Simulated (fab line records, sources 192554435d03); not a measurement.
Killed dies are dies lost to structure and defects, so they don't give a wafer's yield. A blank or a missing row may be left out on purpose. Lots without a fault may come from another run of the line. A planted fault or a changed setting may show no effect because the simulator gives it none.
fab line records | flow n5_finfet
record lots=7 wafers=21
route steps=1938 shown BEOL_M4@1037 BEOL_M5@1154 BEOL_M7@1288
start_h: hours from the record's first day to the start of the lot's first wafer shown | wait_h: hours since the lot's step before | " the same as in the row above | L1.1+2: a row that stands for several wafers | - no value, or no start given | * or withheld: withheld | < > ~ a bound
route shown NAME@n: a module of which the file shows steps, and the number in the route of the first | usual: mean/standard deviation of fault-free wafers | same: alike in all rows | chamber/n: place in a boat | sites: the reading at each site | _std_site: their standard deviation | _edge_site: outer sites' mean less inner sites' | radius_mm: how far each site lies from the wafer's centre | mask NAME#n: copy n | behind: the tool/chamber that last shaped the wafer | hold: why the lot was held/for how many hours/how that ended | device: the transistor (n, p or np) that didn't switch | end of line: the same wafers' tests at the end of the route | a step without rows: its recipe alone | killed: dies lost to structure and defects at the first sort, not the wafer's yield | map: a wafer's dies, x killed, . not, _ none there
set.NAME: the setting as run; set.NAME@STEP: as run at that earlier step | model.NAME: the simulator's own value behind a step, which no gauge read
lots whose settings were changed on purpose; a table a step, a row a wafer
## steps
# step N5_BEOL_M4_DESCUM_16
# recipe chemistry=O2 time_s=7 source_power_w=50 bias_power_w=20 pressure_mtorr=20 rf_frequency_hz=2.712e+07 temp_c=40 resist=CAR-EUV o2_flow_sccm=225
# columns lot.wafer tool chamber start_h wait_h set.time_s model.CAR-EUV_of_BEOL_M4_COAT_05.thk_nm
L074.3+4 rie_diel-06 3 161.12 0.0 6.068 26.4
L074.6 " 2 " " 7 26
L077.1 rie_diel-02 2 163.43 0.1 6.55 26.2
L077.4 " 0 " " 7 26
L077.5 " 0 " " 6.55 26.4
L080.1+4+5 rie_diel-04 1,1,2 194.74 1.5 7 26
L081.1+2 rie_diel-04 3,1 197.02 1.2 7.47 26
L081.3 " 2 " " 7.47 25.8
L085.1+6 rie_diel-02 1,0 225.77 0.5 7 26.2
L085.4 " 3 " " 5.702 26.8
L093.2+4 rie_diel-02 0,2 272.41 0.2 7 26.2
L093.5 " 1 " " 7 26
L097.1 rie_diel-02 3 297.13 0.1 7 26.2
L097.2+6 " 2,0 " " 8.27 25.4
# step N5_BEOL_M4_ETCH_74
# recipe chemistry=N2/H2 target=underlayer target_depth_a=65 mask_material=CAR-EUV time_s=5.2 ion_energy_ev=200 pressure_mtorr=30 source_w=840 bias_w=150 n2_flow_sccm=200 h2_flow_sccm=200 ends=cleared
# columns lot.wafer tool chamber start_h wait_h set.time_s@BEOL_M4_DESCUM_16 model.CAR-EUV_of_BEOL_M4_COAT_05.thk_nm
L074.3+4 rie_diel-06 3 161.16 0.0 6.068 20.8
L074.6 " 2 " " 7 20.4
L077.1+5 rie_diel-02 2,0 163.47 0.0 6.55 20.6
L077.4 " 0 " " 7 20.2
L080.1 rie_diel-04 1 194.78 0.0 7 20.2
L080.4+5 " 1,2 " " 7 20.4
L081.1+2+3 rie_diel-04 3,1,2 197.05 0.0 7.47 20.2
L085.1 rie_diel-02 1 225.80 0.0 7 20.6
L085.4 " 3 " " 5.702 21
L085.6 " 0 " " 7 20.4
L093.2+4+5 rie_diel-02 0,2,1 272.44 0.0 7 20.4
L097.1 rie_diel-02 3 297.17 0.0 7 20.4
L097.2+6 " 2,0 " " 8.27 19.8
# step N5_BEOL_M4_ETCH_63
# recipe chemistry=CF4 target=SiARC target_depth_a=156 mask_material=CAR-EUV time_s=26 ion_energy_ev=80 pressure_mtorr=40 source_w=545 bias_w=36 Ar_flow_sccm=100 cf4_flow_sccm=100 ends=cleared
# columns lot.wafer tool chamber start_h wait_h set.spin_rpm@BEOL_M4_COAT_62 set.time_s@BEOL_M4_DESCUM_16 model.CAR-EUV_of_BEOL_M4_COAT_05.thk_nm model.etch.depth_nm
L074.3 rie_diel-06 3 161.17 0.0 1500 6.068 11.4 12
L074.4 " 3 " " 1423 6.068 11.2 12.36
L074.6 " 2 " " 1423 7 10.8 12.34
L077.1 rie_diel-02 2 163.48 0.0 1500 6.55 11.2 12.03
L077.4 " 0 " " 1442 7 10.8 12.31
L077.5 " 0 " " 1442 6.55 11.2 12.28
L080.1 rie_diel-04 1 194.79 0.0 1500 7 11 11.99
L080.4 " 1 " " 1500 7 11.2 12
L080.5 " 2 " " 1597 7 11.4 11.63
L081.1+3 rie_diel-04 3,2 197.07 0.0 1500 7.47 11 11.99
L081.2 " 1 " " 1500 7.47 11 11.95
L085.1 rie_diel-02 1 225.82 0.0 1500 7 11.4 12.02
L085.4 " 3 " " 1500 5.702 11.8 11.96
L085.6 " 0 " " 1500 7 11.2 12.02
L093.2+4+5 rie_diel-02 0,2,1 272.46 0.0 1500 7 11.2 12.04
L097.1 rie_diel-02 3 297.19 0.0 1566 7 11.4 11.76
L097.2 " 2 " " 1500 8.27 10.6 12.03
L097.6 " 0 " " 1566 8.27 10.8 11.75
# step N5_BEOL_M4_DESCUM_33
# recipe chemistry=O2 time_s=7 source_power_w=50 bias_power_w=20 pressure_mtorr=20 rf_frequency_hz=2.712e+07 temp_c=40 resist=CAR-EUV o2_flow_sccm=225
# columns lot.wafer tool chamber start_h wait_h set.time_s model.CAR-EUV_of_BEOL_M4_COAT_22.thk_nm
L074.3+6 rie_diel-04 3,0 162.01 0.0 8.086 25.4
L074.4 " 3 " " 8.086 25.6
L077.1+4 rie_diel-04 0,3 164.35 0.0 8.55 25.4
L077.5 " 0 " " 7 26.2
L080.1 rie_diel-04 2 196.91 1.3 5.469 27
L080.4+5 " 3,1 " " 7 26.2
L081.1 rie_diel-04 1 199.73 1.7 7 26
L081.2+3 " 2,3 " " 7 26.2
L085.1+6 rie_diel-04 1 226.95 0.3 7 26
L085.4 " 2 " " 7 26.2
L093.2+5 rie_diel-04 0,2 273.41 0.0 7 26
L093.4 " 1 " " 7 25.8
L097.1+2 rie_diel-02 1,0 298.16 0.1 7 26
L097.6 " 3 " " 6.604 26.2
# step N5_BEOL_M4_ALD_98
# recipe material=SiO2 target_thk_a=25 temp_c=100 ald_precursor_family=BDEAS ald_co_reactant=O2-plasma pulse_time_s=1 co_reactant_pulse_time_s=1 purge_time_s=2 co_reactant_purge_time_s=2 ald_cycles=17 pressure_torr=2
# columns lot.wafer tool chamber start_h wait_h set.temp_c
L074.3+6 ald_sin-03 3,1 162.35 0.3 96.09
L074.4 " 2 " " 100
L077.1+4 ald_sin-03 1,2 164.48 0.1 97.09
L077.5 " 3 " " 100
L080.1+5 ald_sin-02 0 197.31 0.3 103.1
L080.4 " 3 " " 100
L081.1+2+3 ald_sin-01 2,1,0 199.86 0.1 100
L085.1+4+6 ald_sin-01 0,3,1 227.12 0.1 100
L093.2+4+5 ald_sin-02 3,0,0 273.56 0.1 100
L097.1 ald_sin-02 1 298.55 0.3 100
L097.2+6 " 2,0 " " 96.25
# step N5_BEOL_M4_ETCHBACK_99
# recipe chemistry=CHF3 target=SiO2 target_depth_a=50 time_s=10.4 source_w=215 bias_w=47 Ar_flow_sccm=200 CHF3_flow_sccm=12 ion_energy_ev=100 pressure_mtorr=30
# columns lot.wafer tool chamber start_h wait_h set.time_s@BEOL_M4_DESCUM_33 model.CAR-EUV_of_BEOL_M4_COAT_22.thk_nm
L074.3+6 rie_diel-04 2 163.47 1.1 8.086 9.8
L074.4 " 0 " " 8.086 10
L077.1+4 rie_diel-02 1,3 168.68 4.2 8.55 9.8
L077.5 " 0 " " 7 10.4
L080.1 rie_diel-06 3 197.55 0.2 5.469 11.4
L080.4 " 2 " " 7 10.6
L080.5 " 0 " " 7 10.4
L081.1+2+3 rie_diel-06 3,1,0 201.14 1.2 7 10.4
L085.1+6 rie_diel-04 3,1 229.50 2.3 7 10.4
L085.4 " 2 " " 7 10.6
L093.2+4+5 rie_diel-06 2,3,3 275.25 1.6 7 10.2
L097.1+2 rie_diel-06 0,1 302.05 3.5 7 10.2
L097.6 " 0 " " 6.604 10.4
# step N5_BEOL_M5_ETCH_68
# recipe chemistry=N2/H2 target=SOC target_depth_a=800 overetch_a=160 mask_material=SiARC temp_c=40 time_s=120 ion_energy_ev=200 pressure_mtorr=30 source_w=840 bias_w=150 n2_flow_sccm=200 h2_flow_sccm=200
# columns lot.wafer tool chamber start_h wait_h set.time_s model.SiARC_of_BEOL_M5_COAT_66.thk_nm
L074.3 rie_diel-05 3 173.45 0.0 141.8 5.4
L074.4 " 0 " " 141.8 5.2
L074.6 " 1 " " 120 6.4
L077.1 rie_diel-01 2 177.93 0.0 101.4 7.4
L077.4 " 2 " " 101.4 7.2
L077.5 " 1 " " 120 6.2
L080.1 rie_diel-05 0 205.33 0.0 110.3 6.8
L080.4 " 3 " " 120 6.4
L080.5 " 2 " " 110.3 7
L081.1+2 rie_diel-05 1,0 212.52 0.0 128 6
L081.3 " 3 " " 120 6.4
L085.1+4 rie_diel-01 1,0 238.39 0.0 104.9 7
L085.6 " 2 " " 120 6.4
L093.2+5 rie_diel-05 2 284.91 0.0 120 6.6
L093.4 " 0 " " 120 6.2
L097.1+2 rie_diel-05 1,3 311.89 0.0 120 6.4
L097.6 " 1 " " 130.8 5.8
# step N5_BEOL_M5_TRENCH_ETCH_37
# recipe chemistry=C4F6/O2 target_depth_a=716.52 target=SiCOH_lowk time_s=24.7 ion_energy_ev=250 pressure_mtorr=30 source_w=345 bias_w=185 Ar_flow_sccm=300 C4F6_flow_sccm=10 O2_flow_sccm=10
# usual rf_vpp_V=663/6.5
# columns lot.wafer tool chamber start_h wait_h set.source_w rf_vpp_V
L074.3 rie_diel-05 3 - - 345 653
L074.4 " 0 " " 345 658
L074.6 " 1 " " 345 673
L077.1 rie_diel-01 2 - - 377.4 634
L077.4 " 2 " " 345 662
L077.5 " 1 " " 377.4 640
L080.1 rie_diel-05 0 - - 345 658
L080.4 " 3 " " 345 654
L080.5 " 2 " " 345 658
L081.1 rie_diel-05 1 - - 345 671
L081.2 " 0 " " 389.7 617
L081.3 " 3 " " 345 653
L085.1 rie_diel-01 1 - - 345 667
L085.4 " 0 " " 385.2 631
L085.6 " 2 " " 385.2 625
L093.2 rie_diel-05 2 - - 345 659
L093.4 " 0 " " 345 657
L093.5 " 2 " " 345 659
L097.1 rie_diel-05 1 - - 345 671
L097.2 " 3 " " 345 653
L097.6 " 1 " " 345 671
# step N5_BEOL_M7_COAT_64
# recipe resist=SiARC temp_c=220 time_s=60 spin_rpm=1500 resist_thk_nm=12
# columns lot.wafer tool chamber start_h wait_h set.spin_rpm model.SiARC_of_BEOL_M7_COAT_64.thk_nm
L074.3+6 litho_track-04 0 - - 1335 12.8
L074.4 " 0 " " 1500 12
L077.1+4+5 litho_track-04 0 - - 1500 12
L080.1+5 litho_track-02 0 - - 1500 12
L080.4 " 0 " " 1587 11.6
L081.1+2+3 litho_track-01 0 - - 1500 12
L085.1 litho_track-02 0 - - 1445 12.2
L085.4+6 " 0 " " 1500 12
L093.2+4+5 litho_track-02 0 - - 1500 12
L097.1+2 litho_track-02 0 - - 1374 12.6
L097.6 " 0 " " 1500 12
# step N5_BEOL_M7_COAT_71
# recipe resist=underlayer temp_c=205 time_s=60 spin_rpm=1500 resist_thk_nm=5
# columns lot.wafer tool chamber start_h wait_h set.spin_rpm
L074.3+4 litho_track-04 0 - - 1500
L074.6 " 0 " " 1621
L077.1 litho_track-04 0 - - 1500
L077.4+5 " 0 " " 1445
L080.1+5 litho_track-02 0 - - 1500
L080.4 " 0 " " 1333
L081.1 litho_track-01 0 - - 1500
L081.2+3 " 0 " " 1336
L085.1+6 litho_track-02 0 - - 1500
L085.4 " 0 " " 1442
L093.2+4+5 litho_track-02 0 - - 1500
L097.1 litho_track-02 0 - - 1500
L097.2+6 " 0 " " 1436
# step N5_BEOL_M7_COAT_22
# recipe resist=CAR-EUV spin_rpm=1500 resist_thk_nm=30
# step N5_BEOL_M7_EBR_24
# recipe solvent=PGMEA ebr_width_mm=1.5
# step N5_BEOL_M7_DESCUM_33
# recipe chemistry=O2 time_s=7 source_power_w=50 bias_power_w=20 pressure_mtorr=20 rf_frequency_hz=2.712e+07 temp_c=40 resist=CAR-EUV o2_flow_sccm=225
# step N5_BEOL_M7_ETCH_72
# recipe chemistry=N2/H2 target=underlayer target_depth_a=65 mask_material=CAR-EUV time_s=5.2 ion_energy_ev=200 pressure_mtorr=30 source_w=840 bias_w=150 n2_flow_sccm=200 h2_flow_sccm=200 ends=cleared
# usual etch_rf_on_time_s=5.15/0.087
# columns lot.wafer tool chamber start_h wait_h set.spin_rpm@BEOL_M7_COAT_71 etch_rf_on_time_s model.CAR-EUV_of_BEOL_M7_COAT_22.thk_nm model.etch.depth_nm
L074.3 rie_diel-01 0 194.43 0.0 1500 5.16 20.2 4.997
L074.4 " 2 " " 1500 5.19 20.2 4.994
L074.6 " 0 " " 1621 5.03 20.6 4.813
L077.1 rie_diel-03 0 197.28 0.0 1500 5.16 20.4 5
L077.4 " 1 " " 1445 5.22 20.2 5.102
L077.5 " 0 " " 1445 5.27 20.4 5.094
L080.1 rie_diel-05 0 225.36 0.0 1500 5.02 20.4 4.985
L080.4 " 2 " " 1333 5.56 20 5.298
L080.5 " 1 " " 1500 5.12 20.4 4.996
L081.1 rie_diel-01 3 231.99 0.0 1500 5.05 20.2 5.011
L081.2 " 0 " " 1336 5.36 19.8 5.303
L081.3 " 2 " " 1336 5.49 20 5.296
L085.1 rie_diel-03 3 258.90 0.0 1500 5.27 20.4 5.007
L085.4 " 1 " " 1442 5.28 20.4 5.114
L085.6 " 0 " " 1500 5.21 20.4 5.008
L093.2 rie_diel-03 3 307.63 0.0 1500 5.28 20.4 5.001
L093.4 " 2 " " 1500 5.33 20.2 5.002
L093.5 " 1 " " 1500 5.22 20.4 4.992
L097.1 rie_diel-05 1 331.38 0.0 1500 5.16 20.4 5.004
L097.2 " 2 " " 1436 5.46 20.2 5.129
L097.6 " 2 " " 1436 5.42 20.2 5.127
# step N5_BEOL_M7_ETCH_65
# recipe chemistry=CF4 target=SiARC target_depth_a=156 mask_material=CAR-EUV time_s=26 ion_energy_ev=80 pressure_mtorr=40 source_w=545 bias_w=36 Ar_flow_sccm=100 cf4_flow_sccm=100 ends=cleared
# columns lot.wafer tool chamber start_h wait_h set.spin_rpm@BEOL_M7_COAT_64 model.etch.depth_nm
L074.3 rie_diel-01 0 194.44 0.0 1335 12.71
L074.4 " 2 " " 1500 12.04
L074.6 " 0 " " 1335 12.76
L077.1 rie_diel-03 0 197.30 0.0 1500 12.06
L077.4 " 1 " " 1500 12.03
L077.5 " 0 " " 1500 12.05
L080.1 rie_diel-05 0 225.38 0.0 1500 11.98
L080.4 " 2 " " 1587 11.64
L080.5 " 1 " " 1500 12
L081.1 rie_diel-01 3 232.00 0.0 1500 12.01
L081.2 " 0 " " 1500 11.99
L081.3 " 2 " " 1500 12
L085.1 rie_diel-03 3 258.92 0.0 1445 12.21
L085.4 " 1 " " 1500 11.97
L085.6 " 0 " " 1500 11.96
L093.2 rie_diel-03 3 307.64 0.0 1500 12.01
L093.4 " 2 " " 1500 12.02
L093.5 " 1 " " 1500 11.99
L097.1 rie_diel-05 1 331.40 0.0 1374 12.56
L097.2 " 2 " " 1374 12.58
L097.6 " 2 " " 1500 11.99
# step N5_BEOL_M7_ETCH_66
# recipe chemistry=N2/H2 target=SOC target_depth_a=800 overetch_a=160 mask_material=SiARC temp_c=40 time_s=120 ion_energy_ev=200 pressure_mtorr=30 source_w=840 bias_w=150 n2_flow_sccm=200 h2_flow_sccm=200
# columns lot.wafer tool chamber start_h wait_h set.time_s model.SiARC_of_BEOL_M7_COAT_64.thk_nm
L074.3 rie_diel-01 0 194.47 0.0 120 7.2
L074.4 " 2 " " 93.33 7.6
L074.6 " 0 " " 93.33 8.4
L077.1 rie_diel-03 0 197.32 0.0 120 6.4
L077.4 " 1 " " 95.9 7.6
L077.5 " 0 " " 120 6.6
L080.1+5 rie_diel-05 0,1 225.40 0.0 120 6.4
L080.4 " 2 " " 120 6.2
L081.1+2 rie_diel-01 3,0 232.03 0.0 120 6.2
L081.3 " 2 " " 139.6 5.6
L085.1 rie_diel-03 3 258.95 0.0 141.1 5.6
L085.4 " 1 " " 120 6.4
L085.6 " 0 " " 141.1 5.4
L093.2+5 rie_diel-03 3,1 307.67 0.0 120 6.4
L093.4 " 2 " " 120 6.6
L097.1 rie_diel-05 1 331.43 0.0 120 6.8
L097.2 " 2 " " 129.7 6.8
L097.6 " 2 " " 129.7 6.2
# step N5_BEOL_M7_TRENCH_ETCH_37
# recipe chemistry=C4F6/O2 target_depth_a=934.78 target=SiCOH_lowk time_s=31.2 ion_energy_ev=250 pressure_mtorr=30 source_w=345 bias_w=185 Ar_flow_sccm=300 C4F6_flow_sccm=10 O2_flow_sccm=10
# usual rf_vpp_V=664/5.7
# columns lot.wafer tool chamber start_h wait_h set.source_w rf_vpp_V
L074.3 rie_diel-01 0 - - 365.5 648
L074.4 " 2 " " 365.5 641
L074.6 " 0 " " 345 667
L077.1 rie_diel-03 0 - - 394 628
L077.4 " 1 " " 394 628
L077.5 " 0 " " 394 629
L080.1 rie_diel-05 0 - - 370.6 634
L080.4 " 2 " " 345 657
L080.5 " 1 " " 345 673
L081.1 rie_diel-01 3 - - 393.6 620
L081.2 " 0 " " 345 668
L081.3 " 2 " " 393.6 618
L085.1 rie_diel-03 3 - - 345 660
L085.4 " 1 " " 345 669
L085.6 " 0 " " 304.3 716
L093.2 rie_diel-03 3 - - 345 661
L093.4 " 2 " " 345 660
L093.5 " 1 " " 345 669
L097.1 rie_diel-05 1 - - 302.5 718
L097.2 " 2 " " 345 658
L097.6 " 2 " " 302.5 705
## key
split step=N5_BEOL_M4_DESCUM_16 setting=time_s stated=7 by=wafer
response step=N5_BEOL_M4_DESCUM_16 reading=model.CAR-EUV_of_BEOL_M4_COAT_05.thk_nm change=-0.0369 per=1% r=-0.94
response step=N5_BEOL_M4_ETCH_74 reading=model.CAR-EUV_of_BEOL_M4_COAT_05.thk_nm change=-0.0315 per=1% r=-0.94
response step=N5_BEOL_M4_ETCH_63 reading=model.CAR-EUV_of_BEOL_M4_COAT_05.thk_nm change=-0.035 per=1% r=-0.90
split step=N5_BEOL_M4_DESCUM_33 setting=time_s stated=7 by=wafer
response step=N5_BEOL_M4_DESCUM_33 reading=model.CAR-EUV_of_BEOL_M4_COAT_22.thk_nm change=-0.0363 per=1% r=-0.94
response step=N5_BEOL_M4_ETCHBACK_99 reading=model.CAR-EUV_of_BEOL_M4_COAT_22.thk_nm change=-0.0341 per=1% r=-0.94
split step=N5_BEOL_M4_ALD_98 setting=temp_c stated=100 by=wafer
response none clear
split step=N5_BEOL_M5_ETCH_68 setting=time_s stated=120 by=wafer
response step=N5_BEOL_M5_ETCH_68 reading=model.SiARC_of_BEOL_M5_COAT_66.thk_nm change=-0.0617 per=1% r=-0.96
split step=N5_BEOL_M5_TRENCH_ETCH_37 setting=source_w stated=345 by=wafer
response step=N5_BEOL_M5_TRENCH_ETCH_37 reading=rf_vpp_V change=-3.25 per=1% r=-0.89
split step=N5_BEOL_M7_COAT_64 setting=spin_rpm stated=1500 by=wafer
response step=N5_BEOL_M7_COAT_64 reading=model.SiARC_of_BEOL_M7_COAT_64.thk_nm change=-0.0708 per=1% r=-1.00
response step=N5_BEOL_M7_ETCH_65 reading=model.etch.depth_nm change=-0.0649 per=1% r=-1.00
split step=N5_BEOL_M7_COAT_71 setting=spin_rpm stated=1500 by=wafer
response step=N5_BEOL_M7_ETCH_72 reading=etch_rf_on_time_s change=* per=1% r=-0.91
response step=N5_BEOL_M7_ETCH_72 reading=model.CAR-EUV_of_BEOL_M7_COAT_22.thk_nm change=+0.0343 per=1% r=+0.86
response step=N5_BEOL_M7_ETCH_72 reading=model.etch.depth_nm change=-0.0263 per=1% r=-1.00
split step=N5_BEOL_M7_ETCH_66 setting=time_s stated=120 by=wafer
response step=N5_BEOL_M7_ETCH_66 reading=model.SiARC_of_BEOL_M7_COAT_64.thk_nm change=-0.0441 per=1% r=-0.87
split step=N5_BEOL_M7_TRENCH_ETCH_37 setting=source_w stated=345 by=wafer
response step=N5_BEOL_M7_TRENCH_ETCH_37 reading=rf_vpp_V change=-3.99 per=1% r=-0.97
split outside_this_file step=N5_BEOL_M4_COAT_62 setting=spin_rpm
# split outside_this_file: this setting was split too, and the file shows its column; the key of that split is in another file
